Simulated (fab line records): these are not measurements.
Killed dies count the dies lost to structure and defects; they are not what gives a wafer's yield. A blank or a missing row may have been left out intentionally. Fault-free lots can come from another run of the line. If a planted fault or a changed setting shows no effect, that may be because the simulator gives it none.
Lot-split experiment || flow n5 finfet || 7 lots, 39 wafers read, on a route of 1938 steps

ABOUT THE SPLIT
At N5_PASSIVATION_ETCH_15 (etches SiCN in CF4/N2, target depth 75 nm, time 81.2 s), the setting target depth a was moved away from the recipe's 750 angstrom on 15 of the 39 wafers read, by -37.9% to +56.8%. All remaining wafers had this setting at the recipe value.

The reading is taken at the split's own step.

THE READING
etch.depth nm (the simulator's own value, which no gauge read), in nm, at N5_PASSIVATION_ETCH_15 (etches SiCN in CF4/N2, target depth 75 nm, time 81.2 s). The file gives no usual value for it. Here, 24 wafers ran the recipe; their average is 64.58 nm with a standard deviation of 1.4 nm.

{"wafer": "L080.1", "tool, chamber at the split": "rie diel-01, 1", "target depth a as run, angstrom": 750, "against the recipe": "recipe", "etch.depth nm, nm": 64.23, "against lot-mates on the recipe": "-"}
{"wafer": "L080.2", "tool, chamber at the split": "rie diel-01, 3", "target depth a as run, angstrom": 750, "against the recipe": "recipe", "etch.depth nm, nm": 62.92, "against lot-mates on the recipe": "-"}
{"wafer": "L080.3", "tool, chamber at the split": "rie diel-01, 2", "target depth a as run, angstrom": 750, "against the recipe": "recipe", "etch.depth nm, nm": 64.84, "against lot-mates on the recipe": "-"}
{"wafer": "L080.4", "tool, chamber at the split": "rie diel-01, 0", "target depth a as run, angstrom": 750, "against the recipe": "recipe", "etch.depth nm, nm": 65.72, "against lot-mates on the recipe": "-"}
{"wafer": "L080.5", "tool, chamber at the split": "rie diel-01, 3", "target depth a as run, angstrom": 750, "against the recipe": "recipe", "etch.depth nm, nm": 64.4, "against lot-mates on the recipe": "-"}
{"wafer": "L080.6", "tool, chamber at the split": "rie diel-01, 2", "target depth a as run, angstrom": 750, "against the recipe": "recipe", "etch.depth nm, nm": 64.45, "against lot-mates on the recipe": "-"}
{"wafer": "L081.1", "tool, chamber at the split": "rie diel-04, 0", "target depth a as run, angstrom": 529, "against the recipe": "-29.5%", "etch.depth nm, nm": 46.53, "against lot-mates on the recipe": -19.14}
{"wafer": "L081.2", "tool, chamber at the split": "rie diel-04, 1", "target depth a as run, angstrom": 750, "against the recipe": "recipe", "etch.depth nm, nm": 66.46, "against lot-mates on the recipe": "-"}
{"wafer": "L081.3", "tool, chamber at the split": "rie diel-04, 2", "target depth a as run, angstrom": 750, "against the recipe": "recipe", "etch.depth nm, nm": 64.77, "against lot-mates on the recipe": "-"}
{"wafer": "L081.4", "tool, chamber at the split": "rie diel-04, 3", "target depth a as run, angstrom": 529, "against the recipe": "-29.5%", "etch.depth nm, nm": 46.11, "against lot-mates on the recipe": -19.56}
{"wafer": "L081.5", "tool, chamber at the split": "rie diel-04, 0", "target depth a as run, angstrom": 750, "against the recipe": "recipe", "etch.depth nm, nm": 65.78, "against lot-mates on the recipe": "-"}
{"wafer": "L081.6", "tool, chamber at the split": "rie diel-04, 3", "target depth a as run, angstrom": 529, "against the recipe": "-29.5%", "etch.depth nm, nm": 46.02, "against lot-mates on the recipe": -19.65}
{"wafer": "L084.1", "tool, chamber at the split": "rie diel-05, 1", "target depth a as run, angstrom": 465.9, "against the recipe": "-37.9%", "etch.depth nm, nm": 40.18, "against lot-mates on the recipe": -24.42}
{"wafer": "L084.2", "tool, chamber at the split": "rie diel-05, 3", "target depth a as run, angstrom": 465.9, "against the recipe": "-37.9%", "etch.depth nm, nm": 41.76, "against lot-mates on the recipe": -22.84}
{"wafer": "L084.3", "tool, chamber at the split": "rie diel-05, 2", "target depth a as run, angstrom": 750, "against the recipe": "recipe", "etch.depth nm, nm": 64.81, "against lot-mates on the recipe": "-"}
{"wafer": "L084.4", "tool, chamber at the split": "rie diel-05, 0", "target depth a as run, angstrom": 750, "against the recipe": "recipe", "etch.depth nm, nm": 61.54, "against lot-mates on the recipe": "-"}
{"wafer": "L084.5", "tool, chamber at the split": "rie diel-05, 3", "target depth a as run, angstrom": 750, "against the recipe": "recipe", "etch.depth nm, nm": 67.45, "against lot-mates on the recipe": "-"}
{"wafer": "L084.6", "tool, chamber at the split": "rie diel-05, 0", "target depth a as run, angstrom": 465.9, "against the recipe": "-37.9%", "etch.depth nm, nm": 38.56, "against lot-mates on the recipe": -26.04}
{"wafer": "L086.1", "tool, chamber at the split": "rie diel-04, 3", "target depth a as run, angstrom": 1176, "against the recipe": "+56.8%", "etch.depth nm, nm": 103.9, "against lot-mates on the recipe": "+37.49"}
{"wafer": "L086.2", "tool, chamber at the split": "rie diel-04, 1", "target depth a as run, angstrom": 1176, "against the recipe": "+56.8%", "etch.depth nm, nm": 104.6, "against lot-mates on the recipe": "+38.19"}
{"wafer": "L086.3", "tool, chamber at the split": "rie diel-04, 2", "target depth a as run, angstrom": 1176, "against the recipe": "+56.8%", "etch.depth nm, nm": 103.5, "against lot-mates on the recipe": "+37.09"}
{"wafer": "L086.4", "tool, chamber at the split": "rie diel-04, 3", "target depth a as run, angstrom": 750, "against the recipe": "recipe", "etch.depth nm, nm": 66.38, "against lot-mates on the recipe": "-"}
{"wafer": "L086.5", "tool, chamber at the split": "rie diel-04, 1", "target depth a as run, angstrom": 750, "against the recipe": "recipe", "etch.depth nm, nm": 66.82, "against lot-mates on the recipe": "-"}
{"wafer": "L086.6", "tool, chamber at the split": "rie diel-04, 2", "target depth a as run, angstrom": 750, "against the recipe": "recipe", "etch.depth nm, nm": 66.04, "against lot-mates on the recipe": "-"}
{"wafer": "L087.1", "tool, chamber at the split": "rie diel-01, 2", "target depth a as run, angstrom": 1086, "against the recipe": "+44.8%", "etch.depth nm, nm": 92.45, "against lot-mates on the recipe": "+29.14"}
{"wafer": "L087.2", "tool, chamber at the split": "rie diel-01, 1", "target depth a as run, angstrom": 1086, "against the recipe": "+44.8%", "etch.depth nm, nm": 92.85, "against lot-mates on the recipe": "+29.54"}
{"wafer": "L087.3", "tool, chamber at the split": "rie diel-01, 3", "target depth a as run, angstrom": 750, "against the recipe": "recipe", "etch.depth nm, nm": 62.91, "against lot-mates on the recipe": "-"}
{"wafer": "L087.4", "tool, chamber at the split": "rie diel-01, 0", "target depth a as run, angstrom": 1086, "against the recipe": "+44.8%", "etch.depth nm, nm": 93.54, "against lot-mates on the recipe": "+30.23"}
{"wafer": "L087.5", "tool, chamber at the split": "rie diel-01, 3", "target depth a as run, angstrom": 750, "against the recipe": "recipe", "etch.depth nm, nm": 63.24, "against lot-mates on the recipe": "-"}
{"wafer": "L087.6", "tool, chamber at the split": "rie diel-01, 2", "target depth a as run, angstrom": 750, "against the recipe": "recipe", "etch.depth nm, nm": 63.78, "against lot-mates on the recipe": "-"}
{"wafer": "L094.2", "tool, chamber at the split": "rie diel-01, 2", "target depth a as run, angstrom": 750, "against the recipe": "recipe", "etch.depth nm, nm": 64.39, "against lot-mates on the recipe": "-"}
{"wafer": "L094.4", "tool, chamber at the split": "rie diel-01, 3", "target depth a as run, angstrom": 750, "against the recipe": "recipe", "etch.depth nm, nm": 62.64, "against lot-mates on the recipe": "-"}
{"wafer": "L094.5", "tool, chamber at the split": "rie diel-01, 2", "target depth a as run, angstrom": 750, "against the recipe": "recipe", "etch.depth nm, nm": 64.64, "against lot-mates on the recipe": "-"}
{"wafer": "L093.1", "tool, chamber at the split": "rie diel-01, 2", "target depth a as run, angstrom": 750, "against the recipe": "recipe", "etch.depth nm, nm": 64.6, "against lot-mates on the recipe": "-"}
{"wafer": "L093.2", "tool, chamber at the split": "rie diel-01, 3", "target depth a as run, angstrom": 750, "against the recipe": "recipe", "etch.depth nm, nm": 63.68, "against lot-mates on the recipe": "-"}
{"wafer": "L093.3", "tool, chamber at the split": "rie diel-01, 1", "target depth a as run, angstrom": 592.6, "against the recipe": "-21.0%", "etch.depth nm, nm": 50.69, "against lot-mates on the recipe": -13.18}
{"wafer": "L093.4", "tool, chamber at the split": "rie diel-01, 0", "target depth a as run, angstrom": 592.6, "against the recipe": "-21.0%", "etch.depth nm, nm": 51.32, "against lot-mates on the recipe": -12.55}
{"wafer": "L093.5", "tool, chamber at the split": "rie diel-01, 2", "target depth a as run, angstrom": 592.6, "against the recipe": "-21.0%", "etch.depth nm, nm": 51.28, "against lot-mates on the recipe": -12.59}
{"wafer": "L093.6", "tool, chamber at the split": "rie diel-01, 3", "target depth a as run, angstrom": 750, "against the recipe": "recipe", "etch.depth nm, nm": 63.34, "against lot-mates on the recipe": "-"}

THE FIT
A straight line over all 39 wafers: etch.depth nm changes by +0.659 nm for each +1% of target depth a; r = +1.00; the points scatter about the line by 1.4 nm.
The same after taking each lot's own level away (the mean of its wafers on the recipe; 39 wafers): +0.655 nm for each +1%; r = +1.00; scatter 1 nm.
On that fit, the largest move of target depth a shifts the reading by 37 nm.
From 63.310 to 66.413 nm: that is the span of the lots' own levels, equal to 2.2 times the standard deviation above.
So the lot-to-lot level changes the slope little: the two slopes agree.
Check: +37.3 nm against its lot-mates is what the line predicts for one of the wafers moved furthest among these (+56.8%) when that wafer is left out of the fit. It came out at +37.5 nm against them.

ADDITIONAL SPLITS CARRIED BY THESE WAFERS
These wafers also went through other splits before the reading. Each is held against what the fit with the lots' levels taken away leaves over:
{"other split on the same wafers": "N5_BEOL_M14_SPUTTER_44 time s", "wafers away from the commonest value": 12, "r with etch.depth nm (lot level and that fit taken away)": "+0.30"}

FILE'S OWN FIT
etch.depth nm changes by +0.655 nm for each +1% of target depth a, r = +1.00.
